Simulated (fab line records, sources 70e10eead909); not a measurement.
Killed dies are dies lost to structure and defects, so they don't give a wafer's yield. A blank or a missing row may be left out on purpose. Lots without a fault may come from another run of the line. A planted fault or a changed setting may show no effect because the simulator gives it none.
Which tool did it? | flow nand_harc | 11 lots, 33 wafers sampled, at 3 steps of a route of 1159

WHAT THE GAUGES READ, wafer by wafer
NHARC_END_SORT_01.
lot  | measured     | on        | sort_bin_2_pct (%)
L588 | day 20 22:04 | prober-02 | 1.3 3.1 1.5
L590 | day 21 05:14 | prober-01 | 0.9 1.6 1.2
L592 | day 21 22:28 | prober-01 | 97.5 97.5 96.8
L594 | day 22 05:19 | prober-02 | 96.3 97.0 96.8
L595 | day 22 04:41 | prober-01 | 95.3 97.2 96.5
L596 | day 22 13:20 | prober-01 | 1.3 1.6 2.5
L601 | day 23 03:58 | prober-02 | 2.1 2.7 2.5
L603 | day 23 19:44 | prober-02 | 2.7 1.8 2.8
L604 | day 23 19:52 | prober-01 | 1.9 1.9 2.1
L607 | day 24 04:13 | prober-02 | 1.6 1.9 1.3
L606 | day 24 18:07 | prober-01 | 1.2 1.5 1.0

WHICH TOOL RAN EACH LOT (tool, then ch and the chambers of the sampled wafers, then the start)
lot  | NHARC_A_M1_ETCH_15                            | NHARC_A_M1_ETCH_28
L588 | rie_diel-08 ch 0,1, day 18 01:34 or earlier   | rie_diel-04 ch 0,1,3, day 18 01:53
L590 | rie_diel-08 ch 0,1,3, day 19 08:40 or earlier | rie_diel-12 ch 0,3, day 19 09:00
L592 | rie_diel-04 ch 0,2, day 19 19:47 or earlier   | rie_diel-12 ch 0,1,3, day 19 20:06
L594 | rie_diel-08 ch 2,3, day 20 11:04 or earlier   | rie_diel-12 ch 0,1,2, day 20 11:23
L595 | rie_diel-08 ch 2,3, day 20 11:39 or earlier   | rie_diel-12 ch 1,2,3, day 20 11:58
L596 | rie_diel-04 ch 0,2,3, day 20 19:52 or earlier | rie_diel-12 ch 0,2,3, day 20 20:10
L601 | rie_diel-12 ch 2,3, day 21 18:17 or earlier   | rie_diel-04 ch 0,2,3, day 21 18:37
L603 | rie_diel-08 ch 1,2,3, day 22 05:43 or earlier | rie_diel-12 ch 1,2,3, day 22 06:02
L604 | rie_diel-04 ch 0,1,3, day 22 06:02 or earlier | rie_diel-08 ch 0,1,3, day 22 06:21
L607 | rie_diel-12 ch 0,1,2, day 22 15:59 or earlier | rie_diel-12 ch 0,2,3, day 22 16:18
L606 | rie_diel-04 ch 1,2, day 23 03:07 or earlier   | rie_diel-12 ch 1,2,3, day 23 03:26
- NHARC_A_M1_ETCH_15: etches the open film in C4F8/Ar, target depth 182.5 nm, time 91.2 s.
- NHARC_A_M1_ETCH_28: etches the open film in CF4/N2, target depth 30 nm, time 72.99 s.

THE ANSWER, worked out from the rows above alone
Rule: what is usual is taken from the lots themselves. Put in order of their means at a reading, lots are off if they are a third of the lots or fewer, leave a main group of 4 or more, and stand apart from it by a gap of 3 or more times the standard deviation of the main group's means; of several such gaps the widest counts. A main group whose means are all the same, to the digits that the tables above print for the reading, isn't used. A lot without any number at a reading at which 4 lots or more have one is off too. The other lots that the step has rows for count as sound.
Off: L592, L594, L595, at NHARC_END_SORT_01 (sort_bin_2_pct). The main group: mean 1.8 %, standard deviation 0.44.
A tool fits if, at a process step before that reading, it ran every lot that is off, and no sound lot after the first of them. The gauges at NHARC_END_SORT_01 are tried like those tools. NHARC_A_M1_ETCH_15 gives no start for some lots, so the hours and the order of its lots are those of NHARC_A_M1_CD_MEAS_16. None of those tried fits.

WHAT THE SIMULATOR HAD PUT IN
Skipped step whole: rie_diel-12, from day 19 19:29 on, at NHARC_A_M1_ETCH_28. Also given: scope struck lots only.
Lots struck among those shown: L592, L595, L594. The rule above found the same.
